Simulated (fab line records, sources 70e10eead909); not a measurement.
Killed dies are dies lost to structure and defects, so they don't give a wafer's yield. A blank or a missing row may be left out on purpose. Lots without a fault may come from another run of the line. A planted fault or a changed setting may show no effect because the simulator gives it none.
fab line records | flow nand_harc
record lots=5 wafers=15 last_day=32
route steps=1302 shown A_CONTACT@1100 A_BLC@1107 END@1302
lots that met no fault: from a run of the same line without faults
start_h: hours from the record's first day to the start of the lot's first wafer shown | wait_h: hours since the lot's step before | " the same as in the row above | L1.1+2: a row that stands for several wafers | - no value, or no start given | * or withheld: withheld | < > ~ a bound
route shown NAME@n: a module of which the file shows steps, and the number in the route of the first | usual: mean/standard deviation of fault-free wafers | same: alike in all rows | chamber/n: place in a boat | sites: the reading at each site | _std_site: their standard deviation | _edge_site: outer sites' mean less inner sites' | radius_mm: how far each site lies from the wafer's centre | mask NAME#n: copy n | behind: the tool/chamber that last shaped the wafer | hold: why the lot was held/for how many hours/how that ended | device: the transistor (n, p or np) that didn't switch | end of line: the same wafers' tests at the end of the route | a step without rows: its recipe alone | killed: dies lost to structure and defects at the first sort, not the wafer's yield | map: a wafer's dies, x killed, . not, _ none there
set.NAME: the setting as run; set.NAME@STEP: as run at that earlier step | model.NAME: the simulator's own value behind a step, which no gauge read
lots at some steps of the route; a table a step, a row a wafer
services: from which hour (start_h, from the record's first day; less than 0 if before it) a tool's chamber was out of use, for how many hours, and why
## steps
# step NHARC_A_CONTACT_STRIP_27
# recipe time_s=600 temp_c=30 chemistry=post_etch_residue_remover
# step NHARC_A_CONTACT_ALD_18
# recipe target_thk_a=30 pulse_time_s=1 ald_cycles=150 temp_c=450 material=TiN
# usual heater_power_w=1066/130 precursor_pulse_height_rel=1.003/0.019
# same ald_cycles=150
# columns lot.wafer tool chamber start_h wait_h heater_power_w precursor_pulse_height_rel
L255.1 ald_metal-02 0 530.32 - 993 1.002
L255.6 " 0 " " 1023 0.954
L255.5 " 1 " " 1150 1.027
L262.4 ald_metal-02 2 577.33 - 869 0.967
L262.2 " 3 " " 1185 1.020
L262.6 " 0 " " 1026 1.007
L268.3 ald_metal-02 3 633.53 - 1133 1.002
L268.2 " 1 " " 1181 0.990
L268.5 " 2 " " 861 1.005
L270.2 ald_metal-04 1 662.64 - 1101 1.049
L270.1 " 3 " " 1094 0.980
L270.3 " 0 " " 1272 1.001
L278.2 ald_metal-02 0 729.78 - 1051 0.981
L278.6 " 3 " " 1154 1.020
L278.5 " 0 " " 1036 1.005
# step NHARC_A_CONTACT_CVD_19
# recipe target_thk_a=3000 temp_c=300 pressure_torr=40 wf6_flow_sccm=40 h2_flow_sccm=1600 ar_flow_sccm=1560 time_s=802 material=W
# usual heater_power_w=514/32 throttle_valve_pct=8.0/0.46
# columns lot.wafer tool chamber start_h wait_h heater_power_w throttle_valve_pct
L255.1 cvd_w-02 0 - - 476 8.5
L255.5 " 0 " " 489 8.4
L255.6 " 1 " " 564 7.5
L262.2 cvd_w-01 0 - - 477 7.3
L262.4 " 1 " " 493 8.2
L262.6 " 0 " " 490 7.4
L268.2 cvd_w-01 0 - - 491 7.3
L268.3 " 0 " " 494 7.3
L268.5 " 1 " " 490 8.7
L270.2 cvd_w-01 1 - - 494 8.5
L270.1 " 0 " " 507 7.4
L270.3 " 1 " " 494 8.5
L278.2 cvd_w-02 1 - - 572 7.9
L278.6 " 1 " " 567 7.5
L278.5 " 0 " " 499 8.6
# step NHARC_A_CONTACT_CMP_20
# recipe t_overpolish_s=30 target_thk_nm=300
# usual motor_current_A=12.2/1.3 overpolish_run_s=29.999/0.0086 pad_life_wafers=168/120 time_to_endpoint_s=62/4.3
# columns lot.wafer tool chamber start_h wait_h motor_current_A overpolish_run_s pad_life_wafers time_to_endpoint_s
L255.1 cmp-04 2 531.47 0.8 11.9 30.001 57 59
L255.5 " 3 " " 10.8 30.007 - 63
L255.6 " 0 " " 10.6 29.978 - 57
L262.2 cmp-02 3 578.38 0.6 13.9 29.998 264 59
L262.4 " 0 " " 12.8 29.999 265 53
L262.6 " 3 " " 12.9 30.010 - 61
L268.2 cmp-01 0 634.58 0.7 10.2 29.990 228 69
L268.3 " 3 " " 12.8 30.008 231 69
L268.5 " 0 " " 10.7 29.996 - 67
L270.2 cmp-01 2 663.76 0.8 10.5 29.989 343 63
L270.3 " 3 " " 12.7 29.993 344 68
L270.1 " 0 " " 10.3 30.021 345 64
L278.2 cmp-04 0 730.85 0.8 11.4 30.000 108 62
L278.6 " 0 " " 11.0 30.018 - 58
L278.5 " 1 " " 12.7 30.002 - 66
# step NHARC_A_CONTACT_SRD_22
# step NHARC_A_CONTACT_INSPECT_23
# usual raw_defect_count=494/110
# columns lot.wafer tool chamber start_h wait_h raw_defect_count
L255.1 defect_inspect-02 - 531.80 0.1 562
L255.5 " - " " 506
L255.6 " - " " 527
L262.2 defect_inspect-02 - 578.78 0.1 469
L262.4 " - " " 470
L262.6 " - " " 452
L268.2 defect_inspect-01 - 634.98 0.1 605
L268.3 " - " " 300
L268.5 " - " " 364
L270.1 defect_inspect-02 - 664.14 0.1 473
L270.2 " - " " 492
L270.3 " - " " 393
L278.2 defect_inspect-01 - 731.25 0.1 515
L278.5 " - " " 519
L278.6 " - " " 401
# step NHARC_A_BLC_DEHYDRATE_00
# recipe temp_c=150 time_s=120
# step NHARC_A_BLC_HMDS_01
# recipe time_s=30
# step NHARC_A_BLC_COAT_02
# recipe temp_c=260 time_s=75
# step NHARC_A_BLC_COAT_03
# recipe temp_c=225 time_s=65
# step NHARC_A_BLC_COAT_04
# recipe spin_rpm=1500 resist_thk_nm=90
# step NHARC_A_BLC_SOFTBAKE_05
# recipe temp_c=105 time_s=55
# usual heater_power_total_W=188.45/0.14
# columns lot.wafer tool chamber start_h wait_h heater_power_total_W
L255.1 litho_track-04 0 531 - 188.46
L255.5 " 0 " " 188.32
L255.6 " 0 " " 188.33
L262.2 litho_track-04 0 578 - 175.35
L262.4 " 0 " " 175.59
L262.6 " 0 " " 175.23
L268.2 litho_track-01 0 635 - 188.46
L268.3 " 0 " " 188.45
L268.5 " 0 " " 188.68
L270.1 litho_track-06 0 664 - 188.37
L270.2 " 0 " " 188.37
L270.3 " 0 " " 188.33
L278.2 litho_track-06 0 731 - 188.42
L278.5 " 0 " " 188.45
L278.6 " 0 " " 188.48
# step NHARC_A_BLC_EBR_06
# step NHARC_END_SORT_01
# recipe temp_c=25
# usual killed_at_array=54/12 killed_at_other=0.7/1.1 killed_at_periphery=3.9/2.8 killed_dies=59/13 killed_open=3.4/2 killed_short=2.5/1.7
# same gross_dies=677
# columns lot.wafer tool chamber start_h wait_h killed_at_array killed_at_other killed_at_periphery killed_dies killed_open killed_short
L255.1 prober-01 0 577.34 2.5 35 1 8 44 3 1
L255.5 prober-01 0 580.54 3.7 47 0 4 51 5 5
L255.6 prober-01 0 581.34 4.0 51 0 5 56 5 1
L262.2 prober-01 0 623.53 2.8 69 2 4 75 1 3
L262.4 prober-01 0 625.13 3.4 75 2 2 79 3 3
L262.6 prober-01 0 626.73 4.0 79 3 7 89 4 3
L268.2 prober-02 0 681.03 2.8 37 2 1 40 7 4
L268.3 prober-02 0 681.82 3.1 28 1 5 34 3 2
L268.5 prober-02 0 683.40 3.7 40 0 2 42 2 0
L270.1 prober-01 0 708.07 2.5 65 0 0 65 3 1
L270.2 prober-01 0 708.87 2.8 59 0 3 62 0 6
L270.3 prober-01 0 709.66 3.1 76 1 6 83 5 8
# killed by level:class
L255.1 A_CHANNEL_HOLE_D2:chamber_film_flake=26 P_GATE:chamber_film_flake=5 A_SLIT:chamber_film_flake=3 P_CONTACT:geometric_particle:open=2 A_CONTACT:chamber_film_flake=2 P_M1:geometric_particle:open=1 STARTING-WAFER:geometric_particle:short=1 A_CHANNEL_HOLE_D1:chamber_film_flake=1
L255.5 A_CHANNEL_HOLE_D2:chamber_film_flake=25 A_SLIT:chamber_film_flake=4 P_GATE:chamber_film_flake=3 A_ONON_D1:geometric_particle:open=2 A_WL_FILL:geometric_particle:short=2 A_STAIRCASE:chamber_film_flake=2 A_WL_FILL:chamber_film_flake=2 A_CONTACT:chamber_film_flake=2
L255.6 A_CHANNEL_HOLE_D2:chamber_film_flake=30 A_CONTACT:chamber_film_flake=5 A_SLIT:chamber_film_flake=4 P_GATE:chamber_film_flake=3 A_DECK1_JOINT:chamber_film_flake=2 P_BONDPAD:geometric_particle:open=1 A_CHANNEL_FILL_D1:geometric_particle:open=1 A_DECK1_JOINT:geometric_particle:short=1
L262.2 A_CHANNEL_HOLE_D2:chamber_film_flake=26 A_CHANNEL_HOLE_D1:chamber_film_flake=21 A_STAIRCASE:chamber_film_flake=7 A_CONTACT:chamber_film_flake=5 P_GATE:chamber_film_flake=2 A_SLIT:chamber_film_flake=2 THIN_TSV:chamber_film_flake=2 A_CHANNEL_HOLE_D1:geometric_particle:short=1
L262.4 A_CHANNEL_HOLE_D1:chamber_film_flake=25 A_CHANNEL_HOLE_D2:chamber_film_flake=22 A_CONTACT:chamber_film_flake=8 A_STAIRCASE:chamber_film_flake=5 A_BONDPAD:chamber_film_flake=5 A_CHANNEL_FILL_D2:geometric_particle:short=2 P_M0:chamber_film_flake=2 A_SLIT:chamber_film_flake=2
L262.6 A_CHANNEL_HOLE_D1:chamber_film_flake=29 A_CHANNEL_HOLE_D2:chamber_film_flake=23 A_CONTACT:chamber_film_flake=10 A_M1:chamber_film_flake=5 P_M0:chamber_film_flake=3 A_STAIRCASE:chamber_film_flake=3 P_M0:geometric_particle:open=2 A_CHANNEL_FILL_D2:chamber_film_flake=2
L268.2 A_CHANNEL_HOLE_D2:chamber_film_flake=15 A_CHANNEL_HOLE_D1:chamber_film_flake=4 A_STAIRCASE:chamber_film_flake=3 A_SOURCE_PLATE:geometric_particle:short=2 A_CHANNEL_FILL_D2:geometric_particle:open=2 A_SLIT:chamber_film_flake=2 A_CONTACT:chamber_film_flake=2 THIN_TSV:chamber_film_flake=2
L268.3 A_CHANNEL_HOLE_D2:chamber_film_flake=12 A_CHANNEL_HOLE_D1:chamber_film_flake=6 P_CONTACT:chamber_film_flake=3 A_WL_FILL:chamber_film_flake=3 P_CONTACT:geometric_particle:open=2 A_CHANNEL_FILL_D2:geometric_particle:short=2 A_M0:geometric_particle:open=1 A_ZERO_WELL:chamber_film_flake=1
L268.5 A_CHANNEL_HOLE_D2:chamber_film_flake=18 A_CHANNEL_HOLE_D1:chamber_film_flake=10 A_SLIT:chamber_film_flake=7 P_CONTACT:chamber_film_flake=2 A_DECK1_JOINT:geometric_particle:open=1 A_STAIRCASE:chamber_film_flake=1 A_M1:geometric_particle:open=1 A_CHANNEL_FILL_D1:chamber_film_flake=1
L270.1 A_SLIT:chamber_film_flake=31 A_CHANNEL_HOLE_D1:chamber_film_flake=28 A_ONON_D1:geometric_particle:open=1 A_CHANNEL_HOLE_D1:geometric_particle:open=1 A_CHANNEL_HOLE_D1:geometric_particle:short=1 A_CHANNEL_HOLE_D2:geometric_particle:open=1 A_ZERO_WELL:chamber_film_flake=1 A_CHANNEL_FILL_D2:chamber_film_flake=1
L270.2 A_CHANNEL_HOLE_D1:chamber_film_flake=25 A_SLIT:chamber_film_flake=22 A_CHANNEL_FILL_D1:chamber_film_flake=3 A_ONON_D1:geometric_particle:short=2 A_STAIRCASE:chamber_film_flake=2 P_CONTACT:geometric_particle:short=1 A_CHANNEL_HOLE_D2:geometric_particle:short=1 A_CHANNEL_FILL_D2:geometric_particle:short=1
L270.3 A_SLIT:chamber_film_flake=29 A_CHANNEL_HOLE_D1:chamber_film_flake=26 P_M2:chamber_film_flake=4 A_DECK1_JOINT:chamber_film_flake=4 A_DECK1_JOINT:geometric_particle:short=2 A_M0:geometric_particle:open=2 A_CHANNEL_HOLE_D2:chamber_film_flake=2 P_STI:geometric_particle:short=1
## services
# columns tool chamber start_h hours kind
cmp-02 - 525.90 1.4 repair
cmp-02 - 527.35 4.0 pm
litho_track-06 - 529.00 7.0 pm
cvd_w-01 - 547.36 13.0 pm
litho_track-04 - 553.00 7.0 pm
cmp-04 - 557.51 43.7 repair
cmp-01 - 577.50 4.0 pm
cmp-04 - 608.26 2.5 repair
ald_metal-02 - 610.00 10.0 pm
cvd_w-01 0 610.91 5.7 repair
cmp-02 - 625.35 4.0 pm
cvd_w-02 - 631.39 13.0 pm
cvd_w-02 - 650.62 0.6 repair
ald_metal-04 - 652.00 10.0 pm
cmp-04 - 656.31 0.9 repair
ald_metal-02 1 666.48 2.7 repair
cmp-01 - 675.50 4.0 pm
cmp-04 - 678.83 16.1 repair
ald_metal-02 - 679.75 1.4 repair
ald_metal-02 2 698.43 4.3 repair
cmp-04 - 699.17 4.0 pm
litho_track-06 - 704.00 7.0 pm
litho_track-04 - 728.00 7.0 pm
cvd_w-01 - 728.36 13.0 pm
## key
first_sign step=NHARC_A_BLC_SOFTBAKE_05 reading=heater_power_total_W direction=down sigmas=96 usual=* struck=*
effect none on later readings
met_at NHARC_A_BLC_SOFTBAKE_05
struck_wafers L262.2,L262.4,L262.6
tester_left_out L262
onset_between 531 578
fault kind=process_parameter_drift tool=litho_track-04 chamber=- onset_h=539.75 steps=NHARC_A_BLC_SOFTBAKE_05 channel=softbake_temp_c offset=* shape=step acts_in=* stated=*
# tester_left_out: of these lots the tester's yield and bins aren't shown, on N5 and GAA mostly nor the transistor test; their killed dies are dies lost to structure and defects alone, not to doping, threshold or leakage, so they don't give the yield
